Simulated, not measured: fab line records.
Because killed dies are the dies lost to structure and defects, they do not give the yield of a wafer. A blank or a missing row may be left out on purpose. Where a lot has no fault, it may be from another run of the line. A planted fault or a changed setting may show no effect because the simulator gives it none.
A struck lot beside a sound one | flow n5Finfet | 17 out of 1938 route steps
Sound: the wafers L122.1, L122.3, L122.6. Struck: wafers L131.2, L131.6 (left out: L131.5, a lot-mate that was not struck); the cause follows at the end.
Order at every step that has rows: each side's tool, ch and its chambers, its first start. Under that, the readings that differ: sound wafers | struck wafers | difference of the means | sigmas: that difference in standard deviations of wafers without a fault.
alike: a reading whose means differ by less than 2 such deviations, as well as words and numbers matching on both sides. not compared: withheld readings; readings where some wafer has no value; bounds like >300 that might hide an equal value; numbers whose values overlap and for which the record gives no deviation.
Wherever a step has rows on one side only, a row that says differs or no value, or a row with sigmas, the two part there. Numbers that don't overlap but have no deviation are shown without sigmas and don't part them. A reading that every wafer of one side lacks parts them only if that side has two wafers or more.

first, 4 steps without rows for these wafers: N5_BEOL_M7_HM_STRIP_39 (strips TiN in peroxide tin strip, target depth 25 nm, time 158 s); N5_BEOL_M7_SRD_40 (time 30 s); N5_BEOL_M7_PRECLEAN_42 (cleans in residue remover, time 60 s); N5_BEOL_M7_SRD_43 (time 30 s).
N5_BEOL_M7_CD_MEAS_35: target cd 40 nm.
  sound on cdSem-02, day 16 12:37; struck on cdSem-02, day 18 10:18
  alike: cdNm
N5_BEOL_M7_CURE_75: cures SiCOH lowk, time 120 s.
  sound on uvCure-02 ch 0, day 16 12:40; struck on uvCure-02 ch 2, day 18 10:38
  alike: lampPowerPct, wafer_temp_C_max
then, 1 step without rows for these wafers: N5_BEOL_M7_DEGAS_44 (time 60 s).
N5_BEOL_M7_PRE_CLEAN_45: time 30 s.
  sound on pvdSputter-03, day 16 13:24; struck on pvdSputter-02, day 18 10:57
  alike: heaterPowerW
then, 1 step without rows for these wafers: N5_BEOL_M7_ALD_77 (deposits TaN, target thk 2 nm, pulse time 2 s, purge time 3 s).
N5_BEOL_M7_SURFACE_TREAT_79:
  sound on pvdSputter-01, day 16 13:46; struck on pvdSputter-01, day 18 12:41
  not compared: throttleValvePct
then, 1 step without rows for these wafers: N5_BEOL_M7_CVD_78 (deposits Co from CCTBA/H2, target thk 2 nm, time 142.3 s).
N5_BEOL_M7_SPUTTER_48: material Cu, target thk 10 nm, time 1.667 s.
  sound on pvdSputter-03, day 16 14:08; struck on pvdSputter-01, day 18 12:54
  alike: biasV, throttleValvePct
N5_BEOL_M7_ECD_50: material Cu, target thk 300 nm.
  sound on ecdCu-01 ch 0,1, day 16 14:15; struck on ecdCu-01 ch 0,1, day 18 13:01
reading                               | sound             | struck      | difference | sigmas
model.Cu_of_BEOL_M7_ECD_50.thkNm (nm) | 300.8 303.8 300.6 | 563.6 566.4 | +263.3     | 
N5_BEOL_M7_ANNEAL_51: time 90 s.
  sound on rtpAnneal-02 ch 0, day 16 14:36; struck on rtpAnneal-02 ch 0, day 18 13:25
  alike: wafer_temp_C_max
N5_BEOL_M7_CMP_52: polishes, stops on SiCOH lowk, t overpolish 6.9 s, target thk 80 nm.
  sound on cmp-03 ch 0,2,3, day 16 14:58; struck on cmp-04 ch 0,3, day 18 13:43
reading             | sound    | struck  | difference | sigmas
timeToEndpointS (s) | 62 65 68 | 110 125 | +52        | +14
  alike: motorCurrentA, retainingRingPressureFrac
N5_BEOL_M7_THK_MEAS_53: measures by xrf.
  sound on filmMetro-01, day 16 15:11; struck on filmMetro-02, day 18 13:58
  alike: M7_THK
-- the record jumps here: 4 days lie between the struck wafers' starts before and after (it left off in module BEOL_M7 and takes up again in module PASSIVATION, whose first step shown is number 1936 of the route) --
N5_PASSIVATION_PROBE_49:
  sound on prober-02, day 20 13:14; struck on prober-01, day 22 06:39
reading            | sound    | struck | difference | sigmas
killed_at_M0_to_M3 | 28 34 36 | 60 60  | +27        | +2
killedShort        | 34 46 26 | 66 41  | +18        | +2
  alike: defectLimitedYield, killed_at_M4_up, killedAtContacts, killedAtFrontEnd, killedAtOther, killedDies, killedOpen, sort_bin_5_function, sort_bin_6_memory, sort_bin_8_speed, sortNPass, sortYieldPct

WHERE THEY PART
At N5_BEOL_M7_CMP_52 first; at N5_PASSIVATION_PROBE_49 last (within this record only).

WHY: whatever the simulator had introduced
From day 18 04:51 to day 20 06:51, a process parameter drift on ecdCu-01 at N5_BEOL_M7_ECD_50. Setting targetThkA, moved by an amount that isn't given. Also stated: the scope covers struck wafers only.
